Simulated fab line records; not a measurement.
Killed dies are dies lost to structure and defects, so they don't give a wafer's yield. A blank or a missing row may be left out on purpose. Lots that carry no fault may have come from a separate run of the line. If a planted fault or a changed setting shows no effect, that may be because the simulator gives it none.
Problem report in the 8D (eight disciplines) form, filled by code    flow nand_harc    the parts of the form that need people (team, actions taken, sign-off) are left out

1. PROBLEM STATEMENT
raw_defect_count at NHARC_A_CONTACT_INSPECT_71 reads a mean of 1258 on 2 wafers of 2 lots; wafers without a fault read 29 with a standard deviation of 14. That puts it +88 standard deviations away from the usual mean.
Earliest sighting: wafer L462.6 on defect_inspect-01 at day 19 09:26. At this step, 39 wafers from 14 lots have a number in the record. By rule, "out" or "out of limits" means more than 4 standard deviations away from the usual mean. The rest of the wafers with a number are treated as sound.

2. WHAT IT IS AND WHAT IT IS NOT
question                     is                                    is not
which readings at this step  raw_defect_count                      -
which lots                   L460, L462                            L448, L450, L451, L453, L454, L459, L463, L464, L466, L467, L469, L470
which wafers of those lots   L460.3, L462.6                        L462.3
read on which gauges         defect_inspect-01, defect_inspect-02  -
when                         from day 19 09:26                     up to then (16 sound wafers); but 21 sound wafers of L459, L463, L464, L466, L467, L469, L470 came after

3. WHAT RULES OUT EACH SUSPECT
Counting: any tool at a process step up to the reading remains a suspect provided it ran every lot that is out. Sound lots after the first of them don't rule it out here, since some wafers of a struck lot are sound.
- ruled out: the gauge at NHARC_A_CONTACT_INSPECT_71. The wafers that are out were read on 2 gauges (defect_inspect-01, defect_inspect-02).
- pecvd-03 at NHARC_A_CONTACT_DEP_58 (deposits SiON, target thk 60 nm): kept. It processed each lot that is out (first: L462, day 19 08:37); up to then, its last sound lot is L454 (day 17 18:55).
- Within pecvd-03 at NHARC_A_CONTACT_DEP_58, the wafers that are out were processed in chamber 1 and their sound lot-mates in chamber 0.
The count leaves pecvd-03 at NHARC_A_CONTACT_DEP_58.

4. THE CAUSE (what the simulator had put in)
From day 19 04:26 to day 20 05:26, pecvd-03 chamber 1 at NHARC_A_CONTACT_DEP_58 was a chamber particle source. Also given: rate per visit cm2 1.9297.
Counting left only this tool.

5. THE EFFECT CHAIN, in route order
Each row: a reading where the mean over the struck wafers with a number is more than 3 standard deviations away from the usual. Scope: only readings with a usual standard deviation given in the record; hours: median across lots of the time from each lot's start at the first step in this table that gives one to its start at this step; sigmas: change in usual standard deviations.
hours  step                        reading           usual  on struck wafers  change  sigmas
0      NHARC_A_CONTACT_INSPECT_71  raw_defect_count  29     1258              +1230   +88
94     NHARC_END_SORT_01           killed_at_array   28     92                +64     +5.8
94     NHARC_END_SORT_01           killed_dies       32     94                +62     +5.6

6. WHAT WOULD HAVE CAUGHT IT SOONER
5 hours passed between the start of the fault at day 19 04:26 and the first reading out of limits at a measuring or inspecting step in this record, taken at day 19 09:26.
An alarm limit of 4 standard deviations would not have fired on the tool readings at NHARC_A_CONTACT_DEP_58 for which the record gives a usual standard deviation, since none of them was out on any struck wafer.
Lots out: 2; of these, L460 started NHARC_A_CONTACT_DEP_58 on pecvd-03 after day 19 09:26. Had the tool been put on hold then, it would have been spared.
